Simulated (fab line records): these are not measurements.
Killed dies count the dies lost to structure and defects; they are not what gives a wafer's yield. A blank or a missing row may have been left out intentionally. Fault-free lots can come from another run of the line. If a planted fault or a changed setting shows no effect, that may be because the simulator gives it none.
Matching of chambers    flow nand-harc    NHARC_HYBRID_BOND_ACTIVATE_00 on rie-diel-08: 4 sister chambers
The step chemistry N2, time 60 s. 20 wafers are shown with their chamber, then 10 later ones without.

== EACH WAFER AND ITS CHAMBER ==
wafer   chamber  drypump-motor-current-A (A)  showerhead-plenum-p-Torr (Torr)  oes-product-au (a.u.)
L924.2  0        5.8                          1.82                             0.994
L924.3  3        5.9                          1.68                             0.994
L924.6  0        5.8                          1.82                             0.994
L923.2  1        6.7                          1.71                             0.993
L923.3  3        5.9                          1.68                             0.992
L923.5  1        6.7                          1.71                             0.985
L925.2  2        6.0                          1.79                             0.992
L925.3  1        6.8                          1.71                             0.997
L925.5  0        5.8                          1.82                             0.983
L928.2  1        6.8                          1.71                             0.985
L928.5  1        6.8                          1.71                             1.001
L928.6  2        6.0                          1.79                             0.989
L922.2  3        5.9                          1.68                             0.998
L922.4  0        5.8                          1.82                             0.994
L922.6  3        5.9                          1.68                             0.993
L935.1  1        6.8                          1.70                             0.999
L935.3  0        5.8                          1.82                             0.999
L935.6  0        5.8                          1.82                             1.004
L939.2  0        5.8                          1.81                             1.013
L939.3  3        5.9                          1.68                             0.988

SIGNATURES, as means of the wafers listed above
reading                   chamber 0  chamber 1  chamber 2  chamber 3  scatter within a chamber
drypump-motor-current-A   5.800      6.767      6.000      5.900      0.0289
showerhead-plenum-p-Torr  1.8186     1.7083     1.7900     1.6800     0.00325
oes-product-au            0.99729    0.99333    0.99050    0.99300    0.00721
Rule: a wafer's distance from a chamber is the root of the sum, over the readings, of the square of ((its reading less the chamber's mean) divided by the reading's scatter). If the next closest chamber is less than 2 further off than the closest, the wafer can't be placed; otherwise it belongs to the closest. The scatter: the root of (the sum of the squares of (reading less its chamber's mean) over the shown wafers, divided by (wafers less chambers)).

== WAFERS WITHOUT THEIR CHAMBER ==
wafer   drypump-motor-current-A (A)  showerhead-plenum-p-Torr (Torr)  oes-product-au (a.u.)
L939.6  5.9                          1.68                             1.005
L940.2  6.0                          1.79                             0.989
L940.3  5.9                          1.81                             1.002
L940.6  5.8                          1.81                             1.002
L941.2  5.9                          1.81                             0.986
L941.3  5.9                          1.68                             0.997
L941.5  5.8                          1.81                             0.992
L944.3  5.9                          1.68                             0.991
L944.5  5.9                          1.68                             0.992
L944.6  5.8                          1.81                             1.002

== WHICH CHAMBER EACH WENT THROUGH ==
wafer   from the rows above  in truth
L939.6  3                    3
L940.2  2                    2
L940.3  0                    0
L940.6  0                    0
L941.2  0                    0
L941.3  3                    3
L941.5  0                    0
L944.3  3                    3
L944.5  3                    3
L944.6  0                    0
Correctly placed: 10 of 10. Not placeable from these rows: 0. Placed wrongly: 0.
